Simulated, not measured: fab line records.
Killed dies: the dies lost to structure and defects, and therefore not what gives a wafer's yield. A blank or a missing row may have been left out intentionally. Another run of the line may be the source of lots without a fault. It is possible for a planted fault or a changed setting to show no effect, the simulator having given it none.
8D (eight disciplines) problem report, filled in by code / flow nandHarc / the parts of the form that need people (team, actions taken, sign-off) are left out

== 1. WHAT IS WRONG ==
On 2 wafers of 1 lot, killedAtArray at NHARC_END_SORT_01 has a mean of 674; fault-free wafers read 57, standard deviation 20. That is +31 standard deviations from the usual mean.
Seen first at day 28 19:53 on prober-01, wafer L534.2. At this step, 6 wafers from 2 lots have a number in the record. Rule for "out", or "out of limits": more than 4 standard deviations from the usual mean. The other wafers with a number count as sound.

== 2. WHAT THIS IS AND IS NOT ==
question=which readings at this step; is=killedAtArray, killedDies; is not=killedAtOther, killedAtPeriphery, killedOpen, killedShort
question=which lots; is=L534; is not=L526
question=which wafers of those lots; is=L534.2, L534.5; is not=L534.1
question=read on which gauges; is=prober-01; is not=-
question=when; is=from day 28 19:53; is not=up to then (4 sound wafers)

== 3. WHAT RULES OUT EACH SUSPECT ==
Counting: if a tool at a process step up to the reading ran every lot that is out, it stays a suspect. Sound lots after the first of them don't rule it out here, since some wafers of a struck lot are sound.
- the gauge at NHARC_END_SORT_01 has been ruled out. All the wafers that are out were read on prober-01, but those of them that NHARC_A_STAIRCASE_ETCH_236 has rows for are out there too, on other tools.
- rieDiel-04 at NHARC_A_STAIRCASE_ETCH_203 (etches the open film in C4F8/O2, target depth 100 nm, time 40.5 s): kept. It ran the lot that is out, L534 (day 20 20:40). NHARC_A_STAIRCASE_ETCH_203: start missing for some lots; hours and lot order therefore follow NHARC_A_STAIRCASE_ETCH_236.
- rieDiel-04 at NHARC_A_STAIRCASE_TRIM_224 (chemistry O2, time 211.2 s): kept. It processed L534, the lot that is out, at day 20 20:40, and its most recent sound lot before then was L526 at day 16 14:44. NHARC_A_STAIRCASE_TRIM_224: start missing for some lots; hours and lot order therefore follow NHARC_A_STAIRCASE_ETCH_236.
- rieDiel-04 at NHARC_A_STAIRCASE_TRIM_233 (chemistry O2, time 211.2 s): kept. It ran the lot that is out, L534 (day 20 20:40). NHARC_A_STAIRCASE_TRIM_233: start missing for some lots; hours and lot order therefore follow NHARC_A_STAIRCASE_ETCH_236.
- rieDiel-04 at NHARC_A_STAIRCASE_ETCH_236 (etches the open film in C4F8/O2, target depth 100 nm, time 40.5 s): kept. It ran the lot that is out, L534 (day 20 20:40). On those wafers its own readings are out: runLengthS.
- Within rieDiel-04 at NHARC_A_STAIRCASE_ETCH_203: the wafers that are out ran in chamber 1; their sound lot-mates ran in chamber 2.
- Within rieDiel-04 at NHARC_A_STAIRCASE_TRIM_224: the wafers that are out ran in chambers 2, 3; their sound lot-mates ran in chamber 1.
- Within rieDiel-04 at NHARC_A_STAIRCASE_ETCH_236: the wafers that are out ran in chamber 0; their sound lot-mates ran in chamber 3.
Left after counting: rieDiel-04 at NHARC_A_STAIRCASE_ETCH_203, rieDiel-04 at NHARC_A_STAIRCASE_TRIM_224, rieDiel-04 at NHARC_A_STAIRCASE_TRIM_233, rieDiel-04 at NHARC_A_STAIRCASE_ETCH_236.

== 4. THE CAUSE (what the simulator had put in) ==
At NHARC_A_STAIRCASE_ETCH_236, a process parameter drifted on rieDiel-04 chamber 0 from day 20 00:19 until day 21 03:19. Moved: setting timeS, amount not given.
This tool is one of the 4 suspects left after counting.

== 5. THE EFFECT CHAIN, in route order ==
Rows list readings where the struck wafers' mean (over those with a number) sits beyond 3 standard deviations from the usual. Readings are gone through only where the record gives a usual standard deviation; hours: the median, over the lots, of the time from a lot's start at the first step in this table giving one to that lot's start at this step; sigmas: the change measured in usual standard deviations.
hours=0; step=NHARC_A_STAIRCASE_ETCH_236; reading=runLengthS; usual=61.8 s; on struck wafers=45.0; change=-16.8; sigmas=-47
hours=191; step=NHARC_END_SORT_01; reading=killedAtArray; usual=57; on struck wafers=674; change=+616; sigmas=+31
hours=191; step=NHARC_END_SORT_01; reading=killedDies; usual=62; on struck wafers=677; change=+615; sigmas=+29
The process steps in it:
- NHARC_A_STAIRCASE_ETCH_236: etches the open film in C4F8/O2, target depth 100 nm, time 40.5 s.

== 6. WHAT WOULD HAVE CAUGHT IT SOONER ==
Counted from the fault's start at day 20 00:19, it took 212 hours until the first out-of-limits reading at a measuring or inspecting step in this record, taken at day 28 19:53.
The tool's own readings at NHARC_A_STAIRCASE_ETCH_236 were out on every struck wafer that the step has a row for (runLengthS): an alarm limit on them would have fired on the first of those.
The start of NHARC_A_STAIRCASE_ETCH_236 on rieDiel-04 came by day 28 19:53 for every one of the lots that are out (1). Had the tool been put on hold then, not one of them would have been saved.
